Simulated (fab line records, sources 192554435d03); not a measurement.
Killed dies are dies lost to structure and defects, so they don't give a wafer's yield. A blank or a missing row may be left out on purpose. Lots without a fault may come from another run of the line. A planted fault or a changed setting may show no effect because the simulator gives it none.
Which tool did it? | flow n5_finfet | 10 lots, 28 wafers sampled, at 7 steps of a route of 1938

WHAT THE GAUGES READ, wafer by wafer
N5_BEOL_M1_INSPECT_59: inspects for defects (darkfield).
lot  | measured     | on                | raw_defect_count
L225 | day 6 11:53  | defect_inspect-02 | 51 49
L227 | day 6 15:59  | defect_inspect-02 | 62 61 82
L235 | day 8 21:54  | defect_inspect-02 | 83 55 48
L236 | day 9 09:20  | defect_inspect-02 | 52 82 47
L238 | day 9 15:44  | defect_inspect-01 | 1414 1341 1475
L242 | day 10 13:32 | defect_inspect-02 | 1439 1348 1441
L245 | day 11 13:01 | defect_inspect-01 | 53 85 63
L246 | day 11 23:21 | defect_inspect-01 | 82 68 79
L247 | day 12 02:17 | defect_inspect-01 | 98 117 90
L248 | day 12 06:35 | defect_inspect-02 | 47 43

N5_BEOL_M2_INSPECT_13: inspects for defects (brightfield).
lot  | measured     | on                | raw_defect_count
L225 | day 6 15:37  | defect_inspect-02 | 320 399
L227 | day 6 17:43  | defect_inspect-01 | 387 342 458
L235 | day 9 00:13  | defect_inspect-02 | 374 417 351
L236 | day 9 11:42  | defect_inspect-02 | 443 542 376
L238 | day 9 19:11  | defect_inspect-02 | 1795 1685 1846
L242 | day 10 14:48 | defect_inspect-02 | 1822 1594 1768
L245 | day 11 14:30 | defect_inspect-01 | 396 341 602
L246 | day 12 01:38 | defect_inspect-02 | 395 442 377
L247 | day 12 03:08 | defect_inspect-01 | 414 521 474
L248 | day 12 08:00 | defect_inspect-02 | 473 419

N5_BEOL_M4_RC_MEAS_101.
lot  | measured     | on        | DIBL_N (mV/V)  | DIBL_P (mV/V)  | IOFF_N (nA/um)    | IOFF_P (nA/um) | ION_N (uA/um) | ION_P (uA/um) | SS_N (mV/dec)  | SS_P (mV/dec)  | VT_N (mV)   | VT_P (mV)
L225 | day 7 17:10  | prober-02 | 36.1 35.2      | 36.0 35.2      | 0.141 0.130       | 0.21 0.21      | 667 660       | 462 457       | 71.5 71.2      | 73.7 73.0      | 249 254     | -247 -250
L227 | day 7 22:12  | prober-01 | 37.0 37.4 37.3 | 36.9 37.2 36.3 | 0.171 0.197 0.185 | 0.26 0.28 0.27 | 668 688 674   | 466 476 470   | 72.2 71.6 71.8 | 74.2 74.1 74.2 | 251 245 246 | -245 -243 -243
L235 | day 10 05:59 | prober-02 | 39.0 35.2 35.4 | 38.5 36.1 36.3 | 0.201 0.139 0.157 | 0.25 0.20 0.22 | 678 669 690   | 464 460 471   | 72.6 71.8 71.9 | 73.6 73.6 72.8 | 248 252 249 | -244 -250 -248
L236 | day 10 16:44 | prober-01 | 35.7 33.5 34.9 | 36.6 33.9 36.0 | 0.149 0.116 0.136 | 0.18 0.15 0.17 | 683 666 656   | 462 460 449   | 70.8 71.0 70.9 | 72.9 72.7 73.7 | 251 252 249 | -254 -259 -254
L238 | day 11 05:10 | prober-02 | 35.7 38.3 35.8 | 34.5 37.7 34.8 | 0.134 0.176 0.132 | 0.17 0.21 0.17 | 670 673 670   | 458 455 463   | 71.7 71.8 71.7 | 72.8 73.4 72.5 | 253 247 251 | -254 -252 -255
L242 | day 11 23:42 | prober-02 | 35.3 35.5 34.6 | 36.1 36.0 34.9 | 0.131 0.128 0.117 | 0.18 0.18 0.18 | 668 655 656   | 458 453 451   | 71.2 71.2 70.8 | 72.4 73.1 72.8 | 254 254 256 | -252 -253 -255
L245 | day 12 21:56 | prober-01 | 36.2 35.3 33.4 | 35.1 34.8 32.4 | 0.164 0.142 0.119 | 0.17 0.17 0.15 | 657 652 659   | 449 449 455   | 71.5 71.8 71.1 | 72.7 73.9 72.6 | 255 252 254 | -254 -253 -254
L246 | day 14 04:58 | prober-01 | 39.4 37.1 38.6 | 41.1 38.3 40.0 | 0.240 0.195 0.217 | 0.30 0.24 0.27 | 672 690 692   | 459 467 474   | 72.8 71.8 72.3 | 74.9 73.8 74.6 | 245 245 245 | -246 -248 -246
L247 | day 14 09:05 | prober-01 | 36.0 36.2 36.1 | 35.6 35.5 35.7 | 0.137 0.147 0.145 | 0.20 0.20 0.20 | 661 674 667   | 453 461 458   | 71.3 71.9 72.2 | 73.2 73.1 73.1 | 254 254 254 | -247 -252 -248
L248 | day 13 16:53 | prober-01 | 35.0 37.7      | 35.1 37.5      | 0.142 0.166       | 0.21 0.24      | 680 663       | 469 458       | 70.7 71.8      | 73.4 73.3      | 251 250     | -249 -247

WHICH TOOL RAN EACH LOT (tool, then ch and the chambers of the sampled wafers, then the start)
lot  | N5_BEOL_M1_ANNEAL_89         | N5_BEOL_M1_ANNEAL_51             | N5_BEOL_M1_DEP_57               | N5_BEOL_M2_HM_DEP_02
L225 | pvd_sputter-03, day 6 09:27  | rtp_anneal-01 ch 0, day 6 10:50  | pecvd-02 ch 1, day 6 11:47      | pvd_sputter-01, day 6 15:08
L227 | pvd_sputter-01, day 6 14:04  | rtp_anneal-01 ch 0, day 6 15:03  | pecvd-03 ch 0,1, day 6 15:53    | pvd_sputter-01, day 6 17:14
L235 | pvd_sputter-03, day 8 19:46  | rtp_anneal-02 ch 0, day 8 20:46  | pecvd-03 ch 0,1,2, day 8 21:49  | pvd_sputter-01, day 8 23:43
L236 | pvd_sputter-02, day 9 07:27  | rtp_anneal-01 ch 0, day 9 08:26  | pecvd-03 ch 0,1,2, day 9 09:14  | pvd_sputter-01, day 9 11:12
L238 | pvd_sputter-01, day 9 13:49  | rtp_anneal-02 ch 0, day 9 14:52  | pecvd-03 ch 1,2, day 9 15:39    | pvd_sputter-02, day 9 18:34
L242 | pvd_sputter-03, day 10 11:40 | rtp_anneal-02 ch 0, day 10 12:40 | pecvd-03 ch 0,1,2, day 10 13:27 | pvd_sputter-01, day 10 14:19
L245 | pvd_sputter-02, day 11 10:47 | rtp_anneal-02 ch 0, day 11 12:08 | pecvd-02 ch 0,1,2, day 11 12:55 | pvd_sputter-01, day 11 14:01
L246 | pvd_sputter-03, day 11 21:29 | rtp_anneal-01 ch 0, day 11 22:29 | pecvd-02 ch 0,1,2, day 11 23:16 | pvd_sputter-03, day 12 01:01
L247 | pvd_sputter-01, day 12 00:05 | rtp_anneal-02 ch 0, day 12 01:10 | pecvd-02 ch 0,2, day 12 02:11   | pvd_sputter-01, day 12 02:38
L248 | pvd_sputter-01, day 12 04:42 | rtp_anneal-01 ch 0, day 12 05:47 | pecvd-02 ch 2, day 12 06:29     | pvd_sputter-02, day 12 07:23
- N5_BEOL_M1_ANNEAL_89: time 240 s.
- N5_BEOL_M1_ANNEAL_51: time 90 s.
- N5_BEOL_M1_DEP_57: deposits SiCN from 3MS/NH3, target thk 8 nm, time 14 s.
- N5_BEOL_M2_HM_DEP_02: deposits TiN, target thk 20 nm.

WHAT THE TOOLS THEMSELVES READ (means of the sampled wafers that have a number; where no wafer has one, the mark that the record gives instead)
N5_BEOL_M1_ANNEAL_89.
lot  | tool           | heater_power_w (W)
L225 | pvd_sputter-03 | 811
L227 | pvd_sputter-01 | 823
L235 | pvd_sputter-03 | 799
L236 | pvd_sputter-02 | 834
L238 | pvd_sputter-01 | 830
L242 | pvd_sputter-03 | 800
L245 | pvd_sputter-02 | 874
L246 | pvd_sputter-03 | 835
L247 | pvd_sputter-01 | 843
L248 | pvd_sputter-01 | 824

N5_BEOL_M1_ANNEAL_51.
lot  | tool          | wafer_temp_C_max
L225 | rtp_anneal-01 | 226.4
L227 | rtp_anneal-01 | 226.5
L235 | rtp_anneal-02 | 226.6
L236 | rtp_anneal-01 | 226.7
L238 | rtp_anneal-02 | 226.8
L242 | rtp_anneal-02 | 226.5
L245 | rtp_anneal-02 | 226.8
L246 | rtp_anneal-01 | 226.2
L247 | rtp_anneal-02 | 226.5
L248 | rtp_anneal-01 | 226.9

N5_BEOL_M1_DEP_57.
lot  | tool     | showerhead_plenum_p_Torr (Torr) | throttle_valve_pct (%)
L225 | pecvd-02 | 3.682                           | 9.4
L227 | pecvd-03 | 3.664                           | 9.1
L235 | pecvd-03 | 3.667                           | 8.9
L236 | pecvd-03 | 3.666                           | 9.0
L238 | pecvd-03 | 3.665                           | 8.8
L242 | pecvd-03 | 3.657                           | 9.0
L245 | pecvd-02 | 3.661                           | 9.2
L246 | pecvd-02 | 3.660                           | 9.3
L247 | pecvd-02 | 3.656                           | 9.1
L248 | pecvd-02 | 3.665                           | 9.0

N5_BEOL_M2_HM_DEP_02.
lot  | tool           | throttle_valve_pct (%)
L225 | pvd_sputter-01 | 31.0
L227 | pvd_sputter-01 | 29.8
L235 | pvd_sputter-01 | 30.0
L236 | pvd_sputter-01 | 30.1
L238 | pvd_sputter-02 | 29.9
L242 | pvd_sputter-01 | 29.7
L245 | pvd_sputter-01 | 29.7
L246 | pvd_sputter-03 | 29.0
L247 | pvd_sputter-01 | 29.7
L248 | pvd_sputter-02 | 30.4

THE ANSWER, worked out from the rows above alone
Rule: what is usual is taken from the lots themselves. Put in order of their means at a reading, lots are off if they are a third of the lots or fewer, leave a main group of 4 or more, and stand apart from it by a gap of 3 or more times the standard deviation of the main group's means; of several such gaps the widest counts. A main group whose means are all the same, to the digits that the tables above print for the reading, isn't used. A lot without any number at a reading at which 4 lots or more have one is off too. The other lots that the step has rows for count as sound. The gauges are gone through in route order, then the tools' own readings, and for those a lot's mean is taken as printed above. The first step at which some lot is off is used, and at that step the reading that is off furthest; a lot without a number counts as furthest.
Off: L238, L242, at N5_BEOL_M1_INSPECT_59 (raw_defect_count). The main group: mean 66, standard deviation 16.
A tool fits if, at a process step before that reading, it ran every lot that is off, and no sound lot after the first of them. The gauges at N5_BEOL_M1_INSPECT_59 are tried like those tools. One fits: pecvd-03 at N5_BEOL_M1_DEP_57. Its last sound lot is L236 (day 9 09:14), its first lot that is off L238 (day 9 15:39): a fault that began between those two fits.

WHAT THE SIMULATOR HAD PUT IN
Chamber particle source: pecvd-03, from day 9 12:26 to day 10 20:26, at N5_BEOL_M1_DEP_57. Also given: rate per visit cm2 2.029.
Lots struck among those shown: L238, L242. The rule above found the same.
